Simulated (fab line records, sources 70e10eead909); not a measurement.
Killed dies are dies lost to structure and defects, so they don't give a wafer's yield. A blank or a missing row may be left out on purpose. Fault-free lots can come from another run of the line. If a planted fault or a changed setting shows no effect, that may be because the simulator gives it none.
Struck lot and sound lot, side by side -- flow nand-harc -- 14 steps out of a route of 1302
Sound: these wafers, L784.2, L784.3, L784.4. Struck: wafer L783.4. (L783.2, L783.6 of the same lot were not struck and are left out.) The cause comes at the end.
For every step that has rows: the tool of each side, followed by ch and its chambers, followed by its first start. Under that, the readings that differ: sound wafers -- struck wafers -- difference of the means -- sigmas: that difference in standard deviations of wafers without a fault.
alike: words and numbers the same on both sides, and readings whose means are apart by under 2 such deviations; not compared: readings that were withheld, readings missing a value for some wafer, numbers with overlapping values and no deviation given by the record, and bounds like >300 which may hide the same value.
A row with sigmas, a row that says differs or no value, or rows on one side alone: a step with any of these is where the two part. Numbers that don't overlap but have no deviation are shown without sigmas and don't part them. A reading missing from all wafers of one side parts the sides only when that side holds two or more wafers.

NHARC_A_SOURCE_PLATE_THK_MEAS_09: measures by ellipsometry.
  sound on film-metro-02 at day 12 08:36; struck on film-metro-01 at day 12 08:36
  alike: thk-nm
then, 3 steps without rows for these wafers: NHARC_A_SOURCE_PLATE_PVD_04 (deposits WSi2, target thk 50 nm); NHARC_A_SOURCE_PLATE_CVD_03 (deposits poly-Si, target thk 200 nm, time 4000 s); NHARC_A_SOURCE_PLATE_ANNEAL_05 (time 1800 s).
NHARC_A_SOURCE_PLATE_THK_MEAS_06: measures by ellipsometry.
  sound on film-metro-01 at day 12 21:32; struck on film-metro-02 at day 12 21:32
reading,sound,struck,difference,sigmas
thk-nm (nm),196.2 198.6 197.2,204.6,+7.3,+3
NHARC_A_SOURCE_PLATE_INSPECT_08:
  sound on defect-inspect-01 at day 12 21:35; struck on defect-inspect-02 at day 12 21:36
  alike: raw-defect-count
then, 1 step without rows for these wafers: NHARC_A_ONON_D1_DEP_00 (target thk 1000 nm).
NHARC_A_ONON_D1_THK_MEAS_02: measures by ellipsometry.
  sound on film-metro-01 at day 12 22:10; struck on film-metro-01 at day 12 22:11
  alike: thk-nm
then, 1 step without rows for these wafers: NHARC_A_ONON_D1_DEP_03 (target thk 1000 nm).
NHARC_A_ONON_D1_THK_MEAS_05: measures by ellipsometry.
  sound on film-metro-01 at day 12 22:44; struck on film-metro-02 at day 12 22:45
  alike: thk-nm
NHARC_A_ONON_D1_DEP_06: target thk 1000 nm.
  sound on pecvd-onon-04 ch 0, day 12 22:51; struck on pecvd-onon-03 ch 0, day 12 22:52
  alike: n2-flow-sccm, susceptor-temp-C
NHARC_A_ONON_D1_THK_MEAS_08: measures by ellipsometry.
  sound on film-metro-02 at day 12 23:18; struck on film-metro-01 at day 12 23:19
reading,sound,struck,difference,sigmas
thk-nm (nm),1007 1010 1009,681,-328,-47
then, 1 step without rows for these wafers: NHARC_A_ONON_D1_DEP_09 (target thk 1000 nm).
-- jump in the record: it breaks off in module A_ONON_D1 and resumes in module END (first step shown: number 1302 of the route), and 17 days separate the struck wafers' starts before and after --
NHARC_END_SORT_01:
  sound on prober-01 ch 0, day 29 18:20; struck on prober-02 ch 0, day 29 19:56
reading,sound,struck,difference,sigmas
killed-at-array,63 61 75,674,+608,+30
killed-dies,69 64 80,677,+606,+29
  alike: killed-at-other, killed-at-periphery, killed-open, killed-short

WHERE THEY PART
Last at NHARC_END_SORT_01 as far as this record goes, first at NHARC_A_SOURCE_PLATE_THK_MEAS_06.

WHY: whatever the simulator had introduced
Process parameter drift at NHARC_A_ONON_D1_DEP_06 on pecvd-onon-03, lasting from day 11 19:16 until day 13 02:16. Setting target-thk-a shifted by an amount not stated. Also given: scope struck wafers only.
